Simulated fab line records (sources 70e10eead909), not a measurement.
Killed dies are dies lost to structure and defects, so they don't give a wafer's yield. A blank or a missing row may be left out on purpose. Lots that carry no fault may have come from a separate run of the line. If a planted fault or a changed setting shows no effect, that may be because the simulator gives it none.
One fault seen from 2 desks :: flow nand-harc :: only its own numbers are on each desk; what lay behind them is given at the end

== THE METROLOGY DESK ==
Means of the sampled wafers that have a number, per lot and without regard to the tool the lot ran on: this is what the gauges read. Any lot whose mean is over 4 standard deviations away from the usual mean is out of limits and marked OUT; that distance is given in the brackets.
Columns: A = thk-nm at NHARC_P_M0_THK_MEAS_24, usual 117.6 nm; B = thk-nm at NHARC_P_M1_THK_MEAS_24, usual 157.9 nm
lot: L925
first seen here: day 6 08:13
A: 117.2
B: 158.8

lot: L924
first seen here: day 6 09:01
A: 118.6
B: 157.8

lot: L926
first seen here: day 7 04:43
A: 117.6
B: 158.1

lot: L935
first seen here: day 10 14:56
A: 116.3
B: 158.0

lot: L936
first seen here: day 11 07:59
A: 116.8
B: 157.8

lot: L940
first seen here: day 12 20:33
A: 117.1
B: 157.8

lot: L943
first seen here: day 14 06:54
A: 117.7
B: 157.2

lot: L944
first seen here: day 14 11:55
A: 116.2
B: 155.7

lot: L945
first seen here: day 14 18:09
A: 118.3
B: 159.5

lot: L946
first seen here: day 15 15:08
A: 115.7
B: 157.2

lot: L947
first seen here: day 15 15:40
A: 117.3
B: 157.5
Finding of this desk: none of the 11 lots has anything out of limits.

== AT THE TOOL OWNER'S DESK: rie-diel-06 ==
The tool's own readings at NHARC_P_M1_ETCH_28 (etches the open film in CF4/N2, target depth 30 nm, time 72.99 s): means of the sampled wafers that have a number, for each lot that ran on this tool. Any lot whose mean is over 4 standard deviations away from the usual mean is out of limits and marked OUT; that distance is given in the brackets. It has 8 readings, of which 7 appear: the earliest out of limits, and the ones furthest out on some lot.
Columns: A = drypump-motor-current-A at NHARC_P_M1_ETCH_28, usual 5.6 A; B = mfc-ar-sccm at NHARC_P_M1_ETCH_28, usual 150.0 sccm; C = oes-product-au at NHARC_P_M1_ETCH_28, usual 1.001 a.u.; D = rf-fwd-power-W at NHARC_P_M1_ETCH_28, usual 297.5 W; E = rf-vpp-V at NHARC_P_M1_ETCH_28, usual 313.9 V; F = run-length-s at NHARC_P_M1_ETCH_28, usual 94.6 s; G = showerhead-plenum-p-Torr at NHARC_P_M1_ETCH_28, usual 2.60 Torr
lot: L935
first seen here: day 10 17:08
A: 5.9
B: 150.3
C: 0.996
D: 297.9
E: 313.6
F: 88.2 (-12) OUT
G: 2.56

lot: L936
first seen here: day 11 10:14
A: 5.9
B: 150.0
C: 1.005
D: 297.9
E: 313.2
F: 88.2 (-12) OUT
G: 2.56

lot: L944
first seen here: day 14 14:35
A: 5.9
B: 149.7
C: 1.001
D: 297.6
E: 314.0
F: 94.7
G: 2.56

lot: L946
first seen here: day 15 17:25
A: 5.8
B: 149.7
C: 1.003
D: 296.8
E: 313.7
F: 94.9
G: 2.62

lot: L947
first seen here: day 15 18:22
A: 5.5
B: 150.0
C: 1.007
D: 297.4
E: 311.9
F: 95.0
G: 2.51
This desk's verdict: out of limits on L935, L936, starting with L935 at day 10 17:08 (run-length-s at NHARC_P_M1_ETCH_28). Within limits: L944, L946, L947.

== PUT TOGETHER ==
An alarm could have come from the tool owner's desk at day 10 17:08, on L935, L936.
At the metrology desk, nothing out of limits was observed.
The metrology desk has L935, L936 on record, within its limits.
NHARC_P_M1_ETCH_28 was run on rie-diel-06 by each of the lots named.

== WHAT THE SIMULATOR HAD INSERTED ==
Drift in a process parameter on rie-diel-06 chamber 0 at NHARC_P_M1_ETCH_28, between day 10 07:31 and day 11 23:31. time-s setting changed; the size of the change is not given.
Shown lots that were struck: L935, L936.
Each desk's first reading out of limits, in hours after the fault started: the tool owner's desk, 10.
